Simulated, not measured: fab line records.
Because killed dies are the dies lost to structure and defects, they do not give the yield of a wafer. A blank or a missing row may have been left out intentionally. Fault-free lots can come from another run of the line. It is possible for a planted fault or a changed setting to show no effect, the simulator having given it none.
Which tool was responsible? + flow nand-harc + 7 lots, 21 wafers sampled, at 1 step of a route of 1302

WHAT THE GAUGES SHOWED, per wafer
NHARC_P_GATE_CD_MEAS_33.
| lot  | measured     | on        | cd-nm (nm)  |
|------|--------------|-----------|-------------|
| L531 | day 6 11:20  | cd-sem-01 | 121 122 120 |
| L533 | day 7 10:38  | cd-sem-03 | 121 115 119 |
| L535 | day 8 03:38  | cd-sem-02 | 120 126 123 |
| L540 | day 10 07:59 | cd-sem-01 | 117 122 119 |
| L546 | day 12 17:54 | cd-sem-01 | 129 120 125 |
| L549 | day 13 19:46 | cd-sem-03 | 126 115 123 |
| L551 | day 14 19:00 | cd-sem-02 | 111 120 113 |

EACH LOT AND THE TOOL THAT RAN IT (in order: tool; ch and the chambers of the sampled wafers; start)
Record: no process step prior to these readings.

THE ANSWER, worked out from the rows above alone
Rule: what is usual is taken from the lots themselves. Put in order of their means at a reading, lots are off if they are a third of the lots or fewer, leave a main group of 4 or more, and stand apart from it by a gap of 3 or more times the standard deviation of the main group's means; of several such gaps the widest counts. Not used: any main group whose means are identical at the precision the tables above print for the reading. A lot without any number at a reading at which 4 lots or more have one is off too. Where the step has rows for the other lots, those lots are counted as sound.
Across all readings shown, no lot is off: no conclusion can be drawn from this.

WHAT THE SIMULATOR HAD INSERTED
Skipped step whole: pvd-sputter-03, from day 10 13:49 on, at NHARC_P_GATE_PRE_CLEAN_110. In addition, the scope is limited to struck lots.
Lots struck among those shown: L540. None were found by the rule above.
